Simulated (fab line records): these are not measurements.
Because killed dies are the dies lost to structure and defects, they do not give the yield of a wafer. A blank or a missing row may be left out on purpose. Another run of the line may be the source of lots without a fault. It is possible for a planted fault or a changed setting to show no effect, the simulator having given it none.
Struck lot and sound lot, side by side | flow nand-harc | 15 out of 1159 route steps
Sound: these wafers, L873.1, L873.3, L873.4. Struck: wafer L886.5 (left out: L886.6, a lot-mate that was not struck); the cause follows at the end.
Per side, at each step with rows, come the tool, then ch with its chambers, and then its first start. Under that, the readings that differ: sound wafers | struck wafers | difference of the means | sigmas: that difference in standard deviations of wafers without a fault.
alike: readings with means less than 2 such deviations apart, plus words and numbers identical on both sides. not compared: withheld readings, readings lacking a value on some wafer, bounds such as >300 that could conceal the same value, and numbers that have no deviation in the record and whose values overlap.
A row with sigmas, a row that says differs or no value, or rows on one side alone: a step with any of these is where the two part. When numbers do not overlap yet have no deviation, they are printed without sigmas and do not part them. Lack of a reading on every wafer of one side parts them only where that side has two or more wafers.

first, 8 steps without rows for these wafers: NHARC_A_BLC_COAT_02 (time 75 s); NHARC_A_BLC_COAT_03 (time 65 s); NHARC_A_BLC_COAT_04 (resist thk 90 nm); NHARC_A_BLC_SOFTBAKE_05 (time 55 s); NHARC_A_BLC_EBR_06; NHARC_A_BLC_EXPOSE_07 (exposes mask A BLC, target cd 100 nm); NHARC_A_BLC_PEB_08 (peb time 65 s); NHARC_A_BLC_DEVELOP_09 (develop time 35 s).
NHARC_A_BLC_CD_MEAS_10: the cd target is 100 nm.
  sound on cd-sem-02 ch 0, day 18 12:43; struck on cd-sem-01 ch 0, day 21 12:26
  alike: cd-nm
NHARC_A_BLC_OVL_MEAS_11:
  sound: overlay-02 at day 18 12:49; struck: overlay-01 at day 21 12:31
  reading           | sound       | struck | difference | sigmas
  overlay-y-nm (nm) | 0.9 1.3 0.9 | -1.1   | -2.1       | -2
  alike: overlay-x-nm
NHARC_A_BLC_INSPECT_12:
  sound: defect-inspect-01 at day 18 12:51; struck: defect-inspect-01 at day 21 12:34
  alike: raw-defect-count
NHARC_A_BLC_DESCUM_15: chemistry O2, time 3 s.
  sound on rie-diel-10 ch 0,1,3, day 18 12:55; struck on rie-diel-10 ch 0, day 21 12:39
  alike: drypump-motor-current-A, oes-product-au, rf-vpp-V, showerhead-plenum-p-Torr, throttle-valve-pct
  not compared: rf-hours-counter-h
NHARC_A_BLC_ETCH_16: etches the open film in CF4, target depth 39 nm, time 65 s.
  sound on rie-diel-10 ch 0,1,3, day 18 13:06; struck on rie-diel-10 ch 3, day 21 12:44
  reading               | sound             | struck | difference | sigmas
  oes-product-au (a.u.) | 0.998 0.989 0.996 | 0.845  | -0.149     | -16
  alike: drypump-motor-current-A, rf-fwd-power-W, rf-vpp-V, showerhead-plenum-p-Torr, throttle-valve-pct
  not compared: rf-hours-counter-h
NHARC_A_BLC_ETCH_17: etches the open film in N2/H2, target depth 390 nm, time 609.38 s.
  sound: rie-diel-10 ch 0,1,3; struck: rie-diel-10 ch 2
  alike: drypump-motor-current-A, n2-flow-sccm, oes-product-au, rf-fwd-power-W, rf-vpp-V, showerhead-plenum-p-Torr, throttle-valve-pct
  not compared: rf-hours-counter-h
-- jump in the record: it breaks off in module A_BLC and resumes in module END (first step shown: number 1159 of the route), and 2 days separate the struck wafers' starts before and after --
NHARC_END_SORT_01:
  the record has rows for the struck wafers here (prober-02 ch 0, day 23 17:08) and none for the sound ones

WHERE THEY PART
Earliest at NHARC_A_BLC_OVL_MEAS_11; latest, in this record, at NHARC_END_SORT_01.

WHY: whatever the simulator had introduced
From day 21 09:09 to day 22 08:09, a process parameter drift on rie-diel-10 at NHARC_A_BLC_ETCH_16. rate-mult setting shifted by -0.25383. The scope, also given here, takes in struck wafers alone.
